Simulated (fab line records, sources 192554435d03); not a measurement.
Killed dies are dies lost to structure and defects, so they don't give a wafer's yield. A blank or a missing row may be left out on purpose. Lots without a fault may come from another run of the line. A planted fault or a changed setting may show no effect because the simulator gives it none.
Chamber matching | flow n5_finfet | N5_BEOL_M8_DEP_56 on pecvd-01: 3 sister chambers
The step deposits SiCN from 3MS/NH3, target thk 10 nm, time 17.5 s. 6 wafers are shown with their chamber, then 10 later ones without.

WAFERS WITH THEIR CHAMBER
wafer  | chamber | throttle_valve_pct (%) | showerhead_plenum_p_Torr (Torr)
L075.5 | 2       | 8.6                    | 3.678
L078.6 | 2       | 8.3                    | 3.676
L077.5 | 1       | 10.1                   | 3.657
L082.5 | 1       | 10.5                   | 3.659
L088.1 | 0       | 9.4                    | 3.655
L088.4 | 0       | 9.0                    | 3.658

WAFERS WITHOUT THEIR CHAMBER
wafer  | throttle_valve_pct (%) | showerhead_plenum_p_Torr (Torr)
L088.6 | 8.3                    | 3.676
L090.1 | 9.2                    | 3.664
L090.5 | 10.3                   | 3.667
L090.6 | 8.5                    | 3.671
L094.2 | 10.2                   | 3.649
L094.4 | 10.6                   | 3.658
L094.5 | 8.8                    | 3.675
L095.1 | 10.3                   | 3.654
L095.3 | 9.5                    | 3.668
L095.6 | 9.3                    | 3.671

WHICH CHAMBER EACH WENT THROUGH
wafer  | from the rows above          | in truth
L088.6 | 2                            | 2
L090.1 | can't be placed: 0 or 1      | 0
L090.5 | 1                            | 1
L090.6 | 2                            | 2
L094.2 | can't be placed: 1 or 0      | 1
L094.4 | 1                            | 1
L094.5 | 2                            | 2
L095.1 | 1                            | 1
L095.3 | can't be placed: 1 or 2 or 0 | 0
L095.6 | 2                            | 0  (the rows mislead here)
Placed correctly: 6 of 10. Can't be placed from these rows: 3 (the true chamber is among the candidates in 3). Placed wrongly: 1.
How it was worked out, from the rows above alone: a wafer's distance from a chamber is the root of the sum, over the readings, of the square of ((its reading less the chamber's mean) divided by the reading's scatter). The wafer belongs to the nearest chamber; if the next one is less than 2 further off, it can't be placed. A chamber's mean is the mean of its shown wafers. The scatter: the root of (the sum of the squares of (reading less its chamber's mean) over the shown wafers, divided by (wafers less chambers)).
